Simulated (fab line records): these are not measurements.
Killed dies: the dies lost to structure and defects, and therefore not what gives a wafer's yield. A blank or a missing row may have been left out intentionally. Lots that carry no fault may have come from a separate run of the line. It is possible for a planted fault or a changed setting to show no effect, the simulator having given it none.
fab line records / flow nand-harc
record: lots: 6 wafers: 18 last-day: 31
route steps=1302 shown P_GATE@120 END@1302
lots untouched by any fault: they come from a run of this same line in which no faults occurred
start-h: hours from the record's opening day to when the first of the lot's shown wafers began / wait-h: hours elapsed since this lot's preceding step / " unchanged from the row above / L1.1+2: a single row standing in for several wafers / - either no value or no given start / * or withheld: withheld / < > ~ a bound
route shown NAME@n: names a module that has steps shown in the file, with the first one's number in the route / usual: mean/standard deviation of fault-free wafers / same: alike in all rows / chamber/n: place in a boat / sites: the reading at each site / _std_site: the standard deviation of these / _edge_site: mean of outer sites minus mean of inner sites / radius-mm: for every site, how far away it sits from the centre of the wafer / mask NAME#n: copy n / behind: the tool/chamber that last shaped the wafer / hold: reason for holding the lot/hours on hold/outcome of the hold / device: names the non-switching transistor (n, p or np) / end of line: tests run on the same wafers once the route is complete / a step given without rows: its recipe and nothing more / killed: at the first sort, the dies lost to defects and structure; wafer yield is something else / map: per-die view of a wafer (x killed, . not killed, _ where there is no die)
set.NAME: the run value of the setting; set.NAME@STEP: its run value at that earlier step / model.NAME: the simulator's own value behind a step, which no gauge read
a table for each step, a row for each wafer; lots at some steps of the route
services: when a tool's chamber went out of use (start-h, in hours from the record's first day, below 0 if earlier), for how many hours, and the reason
== steps ==
step: NHARC_P_GATE_PEB_09
recipe: peb-temp-c: 118 peb-time-s: 85
step: NHARC_P_GATE_DEVELOP_10
recipe: time-s: 70
step: NHARC_P_GATE_CD_MEAS_11
recipe: target-cd-nm: 1640 landing-energy-ev: 500
usual: cd-nm: 1640.3/1.4
lot.wafer=L635.2 tool=cd-sem-02 chamber=0 start-h=93.81 wait-h=- cd-nm=1637.7
lot.wafer=L635.3 tool=cd-sem-02 chamber=0 start-h=93.81 wait-h=- cd-nm=1639.3
lot.wafer=L635.4 tool=cd-sem-02 chamber=0 start-h=93.81 wait-h=- cd-nm=1639.6
lot.wafer=L644.1 tool=cd-sem-03 chamber=0 start-h=182.31 wait-h=- cd-nm=1643.0
lot.wafer=L644.3 tool=cd-sem-03 chamber=0 start-h=182.31 wait-h=- cd-nm=1641.5
lot.wafer=L644.4 tool=cd-sem-03 chamber=0 start-h=182.31 wait-h=- cd-nm=1640.9
lot.wafer=L646.1 tool=cd-sem-03 chamber=0 start-h=203.74 wait-h=- cd-nm=1642.6
lot.wafer=L646.3 tool=cd-sem-03 chamber=0 start-h=203.74 wait-h=- cd-nm=1639.8
lot.wafer=L646.4 tool=cd-sem-03 chamber=0 start-h=203.74 wait-h=- cd-nm=1639.9
lot.wafer=L647.2 tool=cd-sem-01 chamber=0 start-h=211.09 wait-h=- cd-nm=1638.9
lot.wafer=L647.3 tool=cd-sem-01 chamber=0 start-h=211.09 wait-h=- cd-nm=1641.9
lot.wafer=L647.4 tool=cd-sem-01 chamber=0 start-h=211.09 wait-h=- cd-nm=1642.2
lot.wafer=L650.3 tool=cd-sem-02 chamber=0 start-h=239.77 wait-h=- cd-nm=1637.2
lot.wafer=L650.4 tool=cd-sem-02 chamber=0 start-h=239.77 wait-h=- cd-nm=1640.5
lot.wafer=L650.5 tool=cd-sem-02 chamber=0 start-h=239.77 wait-h=- cd-nm=1642.3
lot.wafer=L652.1 tool=cd-sem-03 chamber=0 start-h=259.71 wait-h=- cd-nm=1641.7
lot.wafer=L652.5 tool=cd-sem-03 chamber=0 start-h=259.71 wait-h=- cd-nm=1639.4
lot.wafer=L652.6 tool=cd-sem-03 chamber=0 start-h=259.71 wait-h=- cd-nm=1640.7
step: NHARC_P_GATE_HARDBAKE_12
recipe: temp-c: 125 time-s: 80
step: NHARC_P_GATE_DESCUM_13
recipe: time-s: 3 o2-flow-sccm: 200 ar-flow-sccm: 0 bias-power-w: 0 chemistry: O2
usual: drypump-motor-current-A: 5.7/0.48 oes-product-au: 1.001/0.0081 rf-vpp-V: 57.7/0.91 showerhead-plenum-p-Torr: 1.89/0.084 throttle-valve-pct: 11.311/0.01
same: bias-power-w: 0
lot.wafer=L635.2 tool=rie-diel-07 chamber=1 start-h=93.98 wait-h=- drypump-motor-current-A=5.3 oes-product-au=1.007 rf-hours-counter-h=9 rf-vpp-V=58.8 showerhead-plenum-p-Torr=1.80 throttle-valve-pct=11.315
lot.wafer=L635.4 tool=rie-diel-07 chamber=2 start-h=93.98 wait-h=- drypump-motor-current-A=5.5 oes-product-au=0.980 rf-hours-counter-h=7 rf-vpp-V=59.1 showerhead-plenum-p-Torr=2.06 throttle-valve-pct=11.305
lot.wafer=L635.3 tool=rie-diel-07 chamber=3 start-h=93.98 wait-h=- drypump-motor-current-A=6.2 oes-product-au=0.998 rf-hours-counter-h=9 rf-vpp-V=56.9 showerhead-plenum-p-Torr=1.82 throttle-valve-pct=11.310
lot.wafer=L644.3 tool=rie-diel-06 chamber=0 start-h=182.47 wait-h=- drypump-motor-current-A=6.1 oes-product-au=1.007 rf-hours-counter-h=1 rf-vpp-V=56.8 showerhead-plenum-p-Torr=1.89 throttle-valve-pct=11.309
lot.wafer=L644.1 tool=rie-diel-06 chamber=2 start-h=182.47 wait-h=- drypump-motor-current-A=5.8 oes-product-au=1.011 rf-hours-counter-h=1 rf-vpp-V=58.5 showerhead-plenum-p-Torr=1.80 throttle-valve-pct=11.299
lot.wafer=L644.4 tool=rie-diel-06 chamber=0 start-h=182.47 wait-h=- drypump-motor-current-A=6.1 oes-product-au=1.011 rf-hours-counter-h=- rf-vpp-V=57.9 showerhead-plenum-p-Torr=1.89 throttle-valve-pct=11.317
lot.wafer=L646.1 tool=rie-diel-11 chamber=2 start-h=203.91 wait-h=- drypump-motor-current-A=6.4 oes-product-au=1.012 rf-hours-counter-h=6 rf-vpp-V=55.9 showerhead-plenum-p-Torr=1.85 throttle-valve-pct=11.323
lot.wafer=L646.3 tool=rie-diel-11 chamber=3 start-h=203.91 wait-h=- drypump-motor-current-A=4.9 oes-product-au=0.995 rf-hours-counter-h=8 rf-vpp-V=59.0 showerhead-plenum-p-Torr=1.82 throttle-valve-pct=11.315
lot.wafer=L646.4 tool=rie-diel-11 chamber=0 start-h=203.91 wait-h=- drypump-motor-current-A=6.0 oes-product-au=1.005 rf-hours-counter-h=8 rf-vpp-V=57.1 showerhead-plenum-p-Torr=1.81 throttle-valve-pct=11.308
lot.wafer=L647.3 tool=rie-diel-06 chamber=1 start-h=211.25 wait-h=- drypump-motor-current-A=5.0 oes-product-au=1.007 rf-hours-counter-h=3 rf-vpp-V=57.8 showerhead-plenum-p-Torr=1.94 throttle-valve-pct=11.314
lot.wafer=L647.4 tool=rie-diel-06 chamber=3 start-h=211.25 wait-h=- drypump-motor-current-A=5.7 oes-product-au=0.996 rf-hours-counter-h=3 rf-vpp-V=58.3 showerhead-plenum-p-Torr=1.97 throttle-valve-pct=11.317
lot.wafer=L647.2 tool=rie-diel-06 chamber=0 start-h=211.25 wait-h=- drypump-motor-current-A=6.1 oes-product-au=1.003 rf-hours-counter-h=3 rf-vpp-V=58.3 showerhead-plenum-p-Torr=1.89 throttle-valve-pct=11.316
lot.wafer=L650.3 tool=rie-diel-11 chamber=0 start-h=239.94 wait-h=- drypump-motor-current-A=5.9 oes-product-au=0.990 rf-hours-counter-h=10 rf-vpp-V=58.1 showerhead-plenum-p-Torr=1.81 throttle-valve-pct=11.333
lot.wafer=L650.5 tool=rie-diel-11 chamber=0 start-h=239.94 wait-h=- drypump-motor-current-A=5.9 oes-product-au=0.993 rf-hours-counter-h=- rf-vpp-V=57.3 showerhead-plenum-p-Torr=1.81 throttle-valve-pct=11.303
lot.wafer=L650.4 tool=rie-diel-11 chamber=2 start-h=239.94 wait-h=- drypump-motor-current-A=6.3 oes-product-au=1.004 rf-hours-counter-h=- rf-vpp-V=57.4 showerhead-plenum-p-Torr=1.85 throttle-valve-pct=11.307
lot.wafer=L652.1 tool=rie-diel-07 chamber=3 start-h=259.91 wait-h=- drypump-motor-current-A=6.2 oes-product-au=0.989 rf-hours-counter-h=8 rf-vpp-V=57.7 showerhead-plenum-p-Torr=1.82 throttle-valve-pct=11.303
lot.wafer=L652.5 tool=rie-diel-07 chamber=0 start-h=259.91 wait-h=- drypump-motor-current-A=6.5 oes-product-au=1.002 rf-hours-counter-h=- rf-vpp-V=58.2 showerhead-plenum-p-Torr=1.99 throttle-valve-pct=11.306
lot.wafer=L652.6 tool=rie-diel-07 chamber=1 start-h=259.91 wait-h=- drypump-motor-current-A=5.3 oes-product-au=0.996 rf-hours-counter-h=- rf-vpp-V=58.5 showerhead-plenum-p-Torr=1.80 throttle-valve-pct=11.306
step: NHARC_P_GATE_ETCH_14
recipe: target-depth-a: 488 chemistry: dHF material: SiO2
step: NHARC_P_GATE_STRIP_15
recipe: time-s: 780 temp-c: 130 chemistry: SPM
step: NHARC_P_GATE_PRECLEAN_71
recipe: time-s: * temp-c: 50 bath-age-min: 0 chemistry: SC1
step: NHARC_P_GATE_SRD_72
step: NHARC_P_GATE_OXIDE_16
recipe: target-thk-a: 30 temp-c: 875 ox-time-s: 392 material: SiO2
step: NHARC_P_GATE_CVD_17
recipe: target-thk-a: 1500 temp-c: 620 time-s: 900 material: poly-Si
step: NHARC_P_GATE_HM_DEP_102
recipe: target-thk-a: 1200 temp-c: 400 material: aC
usual: throttle-valve-pct: 35.001/0.0087
lot.wafer=L635.2 tool=acl-dep-02 chamber=0 start-h=107.22 wait-h=0.5 throttle-valve-pct=34.996
lot.wafer=L635.3 tool=acl-dep-02 chamber=0 start-h=107.22 wait-h=0.5 throttle-valve-pct=34.986
lot.wafer=L635.4 tool=acl-dep-02 chamber=0 start-h=107.22 wait-h=0.5 throttle-valve-pct=35.012
lot.wafer=L644.1 tool=acl-dep-03 chamber=0 start-h=201.37 wait-h=4.0 throttle-valve-pct=34.997
lot.wafer=L644.3 tool=acl-dep-03 chamber=0 start-h=201.37 wait-h=4.0 throttle-valve-pct=35.009
lot.wafer=L644.4 tool=acl-dep-03 chamber=0 start-h=201.37 wait-h=4.0 throttle-valve-pct=35.019
lot.wafer=L646.1 tool=acl-dep-03 chamber=0 start-h=217.35 wait-h=0.8 throttle-valve-pct=34.985
lot.wafer=L646.3 tool=acl-dep-03 chamber=0 start-h=217.35 wait-h=0.8 throttle-valve-pct=35.002
lot.wafer=L646.4 tool=acl-dep-03 chamber=0 start-h=217.35 wait-h=0.8 throttle-valve-pct=34.984
lot.wafer=L647.2 tool=acl-dep-03 chamber=0 start-h=227.03 wait-h=3.7 throttle-valve-pct=34.997
lot.wafer=L647.3 tool=acl-dep-03 chamber=0 start-h=227.03 wait-h=3.7 throttle-valve-pct=35.013
lot.wafer=L647.4 tool=acl-dep-03 chamber=0 start-h=227.03 wait-h=3.7 throttle-valve-pct=35.008
lot.wafer=L650.3 tool=acl-dep-03 chamber=0 start-h=257.58 wait-h=5.6 throttle-valve-pct=35.013
lot.wafer=L650.4 tool=acl-dep-03 chamber=0 start-h=257.58 wait-h=5.6 throttle-valve-pct=34.998
lot.wafer=L650.5 tool=acl-dep-03 chamber=0 start-h=257.58 wait-h=5.6 throttle-valve-pct=34.997
lot.wafer=L652.1 tool=acl-dep-01 chamber=0 start-h=278.12 wait-h=4.6 throttle-valve-pct=35.003
lot.wafer=L652.5 tool=acl-dep-01 chamber=0 start-h=278.12 wait-h=4.6 throttle-valve-pct=35.004
lot.wafer=L652.6 tool=acl-dep-01 chamber=0 start-h=278.12 wait-h=4.6 throttle-valve-pct=34.997
step: NHARC_P_GATE_DEP_103
recipe: target-thk-a: 300 target-thk-nm: 30 temp-c: 400 flow-sccm: 200 rf-w: 350 material: SiON
usual: heater-power-w: 752/63 rf-fwd-power-W: 348.2/1.1
lot.wafer=L635.2 tool=pecvd-03 chamber=0 start-h=107.77 wait-h=0.4 heater-power-w=801 rf-fwd-power-W=349.3
lot.wafer=L635.3 tool=pecvd-03 chamber=2 start-h=107.77 wait-h=0.4 heater-power-w=772 rf-fwd-power-W=348.5
lot.wafer=L635.4 tool=pecvd-03 chamber=2 start-h=107.77 wait-h=0.4 heater-power-w=817 rf-fwd-power-W=348.7
lot.wafer=L644.3 tool=pecvd-01 chamber=1 start-h=202.04 wait-h=0.3 heater-power-w=731 rf-fwd-power-W=292.6
lot.wafer=L644.1 tool=pecvd-01 chamber=0 start-h=202.04 wait-h=0.3 heater-power-w=770 rf-fwd-power-W=347.1
lot.wafer=L644.4 tool=pecvd-01 chamber=0 start-h=202.04 wait-h=0.3 heater-power-w=795 rf-fwd-power-W=346.2
lot.wafer=L646.1 tool=pecvd-01 chamber=2 start-h=218.01 wait-h=0.6 heater-power-w=781 rf-fwd-power-W=348.9
lot.wafer=L646.3 tool=pecvd-01 chamber=1 start-h=218.01 wait-h=0.6 heater-power-w=751 rf-fwd-power-W=294.8
lot.wafer=L646.4 tool=pecvd-01 chamber=0 start-h=218.01 wait-h=0.6 heater-power-w=815 rf-fwd-power-W=347.0
lot.wafer=L647.2 tool=pecvd-03 chamber=1 start-h=227.59 wait-h=0.5 heater-power-w=749 rf-fwd-power-W=348.0
lot.wafer=L647.3 tool=pecvd-03 chamber=2 start-h=227.59 wait-h=0.5 heater-power-w=809 rf-fwd-power-W=348.2
lot.wafer=L647.4 tool=pecvd-03 chamber=0 start-h=227.59 wait-h=0.5 heater-power-w=744 rf-fwd-power-W=348.6
lot.wafer=L650.3 tool=pecvd-03 chamber=1 start-h=258.24 wait-h=0.6 heater-power-w=668 rf-fwd-power-W=345.5
lot.wafer=L650.4 tool=pecvd-03 chamber=2 start-h=258.24 wait-h=0.6 heater-power-w=722 rf-fwd-power-W=348.9
lot.wafer=L650.5 tool=pecvd-03 chamber=0 start-h=258.24 wait-h=0.6 heater-power-w=813 rf-fwd-power-W=347.4
lot.wafer=L652.1 tool=pecvd-01 chamber=1 start-h=278.84 wait-h=0.6 heater-power-w=707 rf-fwd-power-W=349.7
lot.wafer=L652.6 tool=pecvd-01 chamber=2 start-h=278.84 wait-h=0.6 heater-power-w=754 rf-fwd-power-W=347.6
lot.wafer=L652.5 tool=pecvd-01 chamber=1 start-h=278.84 wait-h=0.6 heater-power-w=695 rf-fwd-power-W=348.6
step: NHARC_P_GATE_DEHYDRATE_18
recipe: temp-c: 150 time-s: 120
step: NHARC_END_SORT_01
recipe: temp-c: 25
usual: killed-at-array: 52/18 killed-at-other: 0.6/0.83 killed-at-periphery: 4.3/2.8 killed-dies: 57/19 killed-open: 3.4/2 killed-short: 2.5/1.7
same: gross-dies: 677
lot.wafer=L635.2 tool=prober-01 chamber=0 start-h=573.28 wait-h=2.8 killed-at-array=58 killed-at-other=0 killed-at-periphery=10 killed-dies=68 killed-open=4 killed-short=4
lot.wafer=L635.3 tool=prober-01 chamber=0 start-h=574.09 wait-h=3.1 killed-at-array=58 killed-at-other=0 killed-at-periphery=4 killed-dies=62 killed-open=1 killed-short=3
lot.wafer=L635.4 tool=prober-01 chamber=0 start-h=574.89 wait-h=3.4 killed-at-array=55 killed-at-other=2 killed-at-periphery=2 killed-dies=59 killed-open=2 killed-short=2
lot.wafer=L644.1 tool=prober-01 chamber=0 start-h=658.43 wait-h=2.5 killed-at-array=18 killed-at-other=1 killed-at-periphery=2 killed-dies=21 killed-open=2 killed-short=1
lot.wafer=L644.3 tool=prober-01 chamber=0 start-h=660.02 wait-h=3.1 killed-at-array=14 killed-at-other=2 killed-at-periphery=2 killed-dies=18 killed-open=4 killed-short=1
lot.wafer=L644.4 tool=prober-01 chamber=0 start-h=660.82 wait-h=3.4 killed-at-array=19 killed-at-other=3 killed-at-periphery=4 killed-dies=26 killed-open=1 killed-short=1
lot.wafer=L646.1 tool=prober-01 chamber=0 start-h=688.22 wait-h=2.5 killed-at-array=37 killed-at-other=2 killed-at-periphery=3 killed-dies=42 killed-open=3 killed-short=2
lot.wafer=L646.3 tool=prober-01 chamber=0 start-h=689.82 wait-h=3.1 killed-at-array=32 killed-at-other=1 killed-at-periphery=5 killed-dies=38 killed-open=2 killed-short=2
lot.wafer=L646.4 tool=prober-01 chamber=0 start-h=690.62 wait-h=3.4 killed-at-array=36 killed-at-other=1 killed-at-periphery=2 killed-dies=39 killed-open=3 killed-short=5
lot.wafer=L647.2 tool=prober-02 chamber=0 start-h=689.02 wait-h=2.8 killed-at-array=27 killed-at-other=0 killed-at-periphery=1 killed-dies=28 killed-open=3 killed-short=3
lot.wafer=L647.3 tool=prober-02 chamber=0 start-h=689.82 wait-h=3.1 killed-at-array=19 killed-at-other=0 killed-at-periphery=2 killed-dies=21 killed-open=1 killed-short=0
lot.wafer=L647.4 tool=prober-02 chamber=0 start-h=690.62 wait-h=3.4 killed-at-array=23 killed-at-other=0 killed-at-periphery=5 killed-dies=28 killed-open=3 killed-short=6
lot.wafer=L650.3 tool=prober-02 chamber=0 start-h=715.88 wait-h=3.1 killed-at-array=70 killed-at-other=0 killed-at-periphery=3 killed-dies=73 killed-open=2 killed-short=1
lot.wafer=L650.4 tool=prober-02 chamber=0 start-h=716.68 wait-h=3.4 killed-at-array=64 killed-at-other=0 killed-at-periphery=4 killed-dies=68 killed-open=3 killed-short=3
lot.wafer=L650.5 tool=prober-02 chamber=0 start-h=717.49 wait-h=3.7 killed-at-array=59 killed-at-other=0 killed-at-periphery=3 killed-dies=62 killed-open=1 killed-short=5
lot.wafer=L652.1 tool=prober-01 chamber=0 start-h=731.30 wait-h=2.5 killed-at-array=62 killed-at-other=0 killed-at-periphery=7 killed-dies=69 killed-open=5 killed-short=1
lot.wafer=L652.5 tool=prober-01 chamber=0 start-h=734.57 wait-h=3.8 killed-at-array=66 killed-at-other=0 killed-at-periphery=4 killed-dies=70 killed-open=3 killed-short=0
lot.wafer=L652.6 tool=prober-01 chamber=0 start-h=735.38 wait-h=4.1 killed-at-array=72 killed-at-other=2 killed-at-periphery=6 killed-dies=80 killed-open=3 killed-short=2
killed by level:class
L635.2 A_CHANNEL_HOLE_D2:chamber-film-flake=30 A_SLIT:chamber-film-flake=14 A_CONTACT:chamber-film-flake=4 P_M2:chamber-film-flake=3 A_BLC:chamber-film-flake=3 A_CONTACT:geometric-particle:open=2 P_STI:chamber-film-flake=2 P_GATE:chamber-film-flake=2
L635.3 A_CHANNEL_HOLE_D2:chamber-film-flake=29 A_SLIT:chamber-film-flake=7 A_CONTACT:chamber-film-flake=7 A_BLC:chamber-film-flake=5 A_STAIRCASE:chamber-film-flake=5 A_WL_FILL:geometric-particle:short=2 P_ZERO_WELL:chamber-film-flake=2 P_M0:geometric-particle:open=1
L635.4 A_CHANNEL_HOLE_D2:chamber-film-flake=32 A_SLIT:chamber-film-flake=13 A_BLC:chamber-film-flake=3 A_STAIRCASE:chamber-film-flake=2 A_CONTACT:chamber-film-flake=2 THIN_TSV:chamber-film-flake=2 P_CONTACT:geometric-particle:open=1 A_CHANNEL_FILL_D1:geometric-particle:short=1
L644.1 A_CHANNEL_HOLE_D1:chamber-film-flake=6 A_CONTACT:chamber-film-flake=4 A_CHANNEL_HOLE_D2:chamber-film-flake=3 P_M2:geometric-particle:open=1 A_DECK1_JOINT:geometric-particle:short=1 A_CONTACT:geometric-particle:open=1 P_GATE:chamber-film-flake=1 A_CHANNEL_FILL_D1:chamber-film-flake=1
L644.3 A_SLIT:chamber-film-flake=4 A_CONTACT:chamber-film-flake=3 A_CHANNEL_HOLE_D2:chamber-film-flake=2 THIN_TSV:chamber-film-flake=2 P_CONTACT:geometric-particle:short=1 P_CONTACT:geometric-particle:open=1 A_DECK1_JOINT:geometric-particle:open=1 A_CONTACT:geometric-particle:open=1
L644.4 A_CHANNEL_HOLE_D1:chamber-film-flake=7 P_GATE:chamber-film-flake=4 A_DECK1_JOINT:chamber-film-flake=2 A_CHANNEL_HOLE_D2:chamber-film-flake=2 A_STAIRCASE:chamber-film-flake=2 A_SLIT:chamber-film-flake=2 A_CONTACT:chamber-film-flake=2 THIN_TSV:chamber-film-flake=2
L646.1 A_SLIT:chamber-film-flake=18 A_CONTACT:chamber-film-flake=8 A_CHANNEL_HOLE_D1:chamber-film-flake=3 P_CONTACT:chamber-film-flake=2 A_CHANNEL_FILL_D1:chamber-film-flake=2 P_GATE:geometric-particle:open=1 A_CHANNEL_FILL_D1:geometric-particle:open=1 A_WL_FILL:geometric-particle:open=1
L647.2 A_CHANNEL_HOLE_D2:chamber-film-flake=9 A_CHANNEL_HOLE_D1:chamber-film-flake=4 A_STAIRCASE:chamber-film-flake=4 A_CHANNEL_FILL_D2:geometric-particle:short=2 A_CHANNEL_FILL_D1:chamber-film-flake=2 A_SLIT:chamber-film-flake=2 P_M1:geometric-particle:open=1 A_SOURCE_PLATE:geometric-particle:open=1
L646.3 A_SLIT:chamber-film-flake=17 A_CHANNEL_HOLE_D1:chamber-film-flake=4 P_CONTACT:chamber-film-flake=4 A_WL_FILL:chamber-film-flake=2 A_CONTACT:chamber-film-flake=2 A_ONON_D1:geometric-particle:short=1 A_CHANNEL_FILL_D1:geometric-particle:open=1 A_WL_FILL:geometric-particle:short=1
L647.3 A_CHANNEL_HOLE_D2:chamber-film-flake=10 A_CHANNEL_HOLE_D1:chamber-film-flake=3 A_CONTACT:chamber-film-flake=2 P_CONTACT:geometric-particle:open=1 P_ZERO_WELL:chamber-film-flake=1 A_CHANNEL_FILL_D1:chamber-film-flake=1 A_CHANNEL_FILL_D2:chamber-film-flake=1 A_SLIT:chamber-film-flake=1
L646.4 A_SLIT:chamber-film-flake=14 A_WL_FILL:chamber-film-flake=4 A_CHANNEL_HOLE_D1:chamber-film-flake=3 A_CONTACT:chamber-film-flake=3 A_WL_FILL:geometric-particle:open=2 P_CONTACT:chamber-film-flake=2 A_DECK1_JOINT:chamber-film-flake=2 A_CHANNEL_HOLE_D1:geometric-particle:open=1
L647.4 A_CHANNEL_HOLE_D2:chamber-film-flake=11 P_CONTACT:geometric-particle:open=2 A_WL_FILL:geometric-particle:short=2 A_CHANNEL_HOLE_D1:chamber-film-flake=2 A_DECK1_JOINT:chamber-film-flake=2 A_SLIT:chamber-film-flake=2 P_STI:geometric-particle:short=1 P_CONTACT:geometric-particle:short=1
L650.3 A_CHANNEL_HOLE_D1:chamber-film-flake=36 A_SLIT:chamber-film-flake=17 A_CHANNEL_HOLE_D2:chamber-film-flake=10 P_GATE:chamber-film-flake=2 A_DECK1_JOINT:chamber-film-flake=2 A_CHANNEL_FILL_D1:geometric-particle:open=1 A_CHANNEL_FILL_D1:geometric-particle:short=1 A_ONON_D2:geometric-particle:open=1
L650.4 A_CHANNEL_HOLE_D1:chamber-film-flake=33 A_SLIT:chamber-film-flake=14 A_CHANNEL_HOLE_D2:chamber-film-flake=8 P_STI:geometric-particle:short=1 A_DECK1_JOINT:geometric-particle:short=1 A_ONON_D2:geometric-particle:short=1 A_CHANNEL_HOLE_D2:geometric-particle:open=1 A_CONTACT:geometric-particle:open=1
L650.5 A_CHANNEL_HOLE_D1:chamber-film-flake=27 A_SLIT:chamber-film-flake=18 A_STAIRCASE:chamber-film-flake=4 A_CHANNEL_HOLE_D2:chamber-film-flake=4 P_M0:geometric-particle:short=2 A_CHANNEL_FILL_D1:geometric-particle:short=2 A_CONTACT:chamber-film-flake=2 A_ONON_D2:geometric-particle:short=1
L652.1 A_CHANNEL_HOLE_D1:chamber-film-flake=29 A_SLIT:chamber-film-flake=18 A_STAIRCASE:chamber-film-flake=5 P_CONTACT:chamber-film-flake=3 A_CONTACT:chamber-film-flake=3 P_GATE:chamber-film-flake=2 P_M0:geometric-particle:open=1 A_SOURCE_PLATE:geometric-particle:open=1
L652.5 A_CHANNEL_HOLE_D1:chamber-film-flake=32 A_SLIT:chamber-film-flake=20 A_STAIRCASE:chamber-film-flake=6 A_WL_FILL:chamber-film-flake=3 A_CONTACT:chamber-film-flake=3 P_CONTACT:chamber-film-flake=2 P_CONTACT:geometric-particle:open=1 A_CHANNEL_FILL_D1:geometric-particle:open=1
L652.6 A_CHANNEL_HOLE_D1:chamber-film-flake=37 A_SLIT:chamber-film-flake=16 A_STAIRCASE:chamber-film-flake=7 A_CONTACT:chamber-film-flake=5 P_CONTACT:chamber-film-flake=4 THIN_TSV:chamber-film-flake=2 A_ONON_D1:geometric-particle:open=1 A_CHANNEL_FILL_D1:geometric-particle:short=1
== services ==
tool=rie-diel-11 chamber=- start-h=78.50 hours=9.0 kind=pm
tool=pecvd-01 chamber=- start-h=83.63 hours=1.4 kind=repair
tool=pecvd-01 chamber=0 start-h=87.56 hours=4.7 kind=repair
tool=rie-diel-11 chamber=0 start-h=88.62 hours=6.9 kind=repair
tool=rie-diel-07 chamber=- start-h=117.20 hours=9.0 kind=pm
tool=acl-dep-03 chamber=- start-h=117.78 hours=13.0 kind=pm
tool=rie-diel-06 chamber=2 start-h=126.81 hours=11.8 kind=repair
tool=pecvd-01 chamber=- start-h=130.00 hours=13.0 kind=pm
tool=pecvd-01 chamber=0 start-h=130.00 hours=13.0 kind=vent-cycle
tool=rie-diel-06 chamber=- start-h=130.92 hours=9.0 kind=pm
tool=acl-dep-02 chamber=- start-h=148.52 hours=0.7 kind=repair
tool=pecvd-03 chamber=0 start-h=158.55 hours=3.7 kind=repair
tool=rie-diel-07 chamber=- start-h=164.94 hours=0.4 kind=repair
tool=rie-diel-06 chamber=3 start-h=182.03 hours=4.5 kind=repair
tool=pecvd-03 chamber=- start-h=185.44 hours=13.0 kind=pm
tool=acl-dep-01 chamber=- start-h=191.63 hours=13.0 kind=pm
tool=rie-diel-07 chamber=2 start-h=204.64 hours=4.7 kind=repair
tool=rie-diel-11 chamber=1 start-h=234.94 hours=5.4 kind=repair
tool=acl-dep-02 chamber=- start-h=244.49 hours=13.0 kind=pm
tool=pecvd-01 chamber=1 start-h=253.20 hours=4.9 kind=repair
tool=rie-diel-11 chamber=- start-h=255.50 hours=9.0 kind=pm
tool=rie-diel-06 chamber=3 start-h=271.23 hours=15.6 kind=repair
tool=rie-diel-06 chamber=2 start-h=272.44 hours=3.1 kind=repair
tool=rie-diel-11 chamber=1 start-h=275.85 hours=8.7 kind=repair
== key ==
first-sign: step: NHARC_P_GATE_DEP_103 reading: rf-fwd-power-W direction: down sigmas: 48 usual: * struck: *
effect none on later readings
met-at NHARC_P_GATE_DEP_103
struck-wafers L644.3,L646.3
tester-left-out L644,L646
fault: kind: process-parameter-drift tool: pecvd-01 chamber: 1 onset-h: 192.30 steps: NHARC_P_GATE_DEP_103 channel: rf-w offset: * shape: step end-h: 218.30 acts-in: * stated: *
tester-left-out: of these lots the tester's yield and bins aren't shown, on N5 and GAA mostly nor the transistor test; their killed dies are dies lost to structure and defects alone, not to doping, threshold or leakage, so they don't give the yield
